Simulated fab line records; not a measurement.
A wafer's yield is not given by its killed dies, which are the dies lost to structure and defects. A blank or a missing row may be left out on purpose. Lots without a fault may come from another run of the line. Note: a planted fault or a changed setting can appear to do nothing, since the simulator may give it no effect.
Matching of chambers ; flow nand harc ; NHARC_A_CONTACT_ALD_18 on ald metal-03: 4 sister chambers
The step deposits TiN, target thk 3 nm, pulse time 1 s, ald cycles 150. 18 wafers are shown with their chamber, then 9 later ones without.

== WAFERS PAIRED WITH THEIR CHAMBERS ==
wafer;chamber;heater power w (W);precursor pulse height rel
L075.1;3;993;1.009
L075.3;1;1183;1.018
L075.6;0;1031;1.006
L078.1;1;1176;0.996
L078.5;1;1154;1.025
L078.6;0;1052;0.994
L080.1;2;1058;0.983
L080.2;1;1155;0.991
L080.4;3;1007;0.977
L084.2;0;1022;0.987
L084.3;2;1036;0.978
L084.5;3;992;1.005
L087.1;3;1043;1.008
L087.5;1;1158;0.966
L087.6;0;1052;0.962
L085.2;1;1185;0.983
L085.3;0;1041;1.017
L085.5;3;984;0.992

SIGNATURES (averages over the wafers above)
reading;chamber 0;chamber 1;chamber 2;chamber 3;scatter within a chamber
heater power w;1039.60;1168.50;1047.00;1003.80;17.3
precursor pulse height rel;0.99320;0.99650;0.98050;0.99820;0.0187
Rule: for each reading, subtract the chamber's mean from the wafer's reading, divide by that reading's scatter and square the result; add these up over the readings and take the root, which gives the wafer's distance from the chamber. The wafer belongs to the nearest chamber; if the next one is less than 2 further off, it can't be placed. The scatter: the root of (the sum of the squares of (reading less its chamber's mean) over the shown wafers, divided by (wafers less chambers)).

== WAFERS WHOSE CHAMBER IS MISSING ==
wafer;heater power w (W);precursor pulse height rel
L090.2;1014;0.961
L090.4;1176;0.996
L090.5;1015;0.976
L094.2;1044;0.986
L094.5;1038;0.983
L094.6;961;1.025
L097.3;1163;1.000
L097.4;1075;0.977
L097.6;960;1.008

== WHICH CHAMBER EACH WENT THROUGH ==
wafer;from the rows above;in truth
L090.2;can't be placed: 3 or 2 or 0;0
L090.4;1;1
L090.5;can't be placed: 3 or 0 or 2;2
L094.2;can't be placed: 2 or 0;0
L094.5;can't be placed: 2 or 0 or 3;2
L094.6;can't be placed: 3 or 0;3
L097.3;1;1
L097.4;can't be placed: 2 or 0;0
L097.6;3;3
Correct placement for 3 of the 9. Cannot be placed on the basis of these rows: 6; the candidates contain the true chamber in 6. Number placed wrongly: 0.
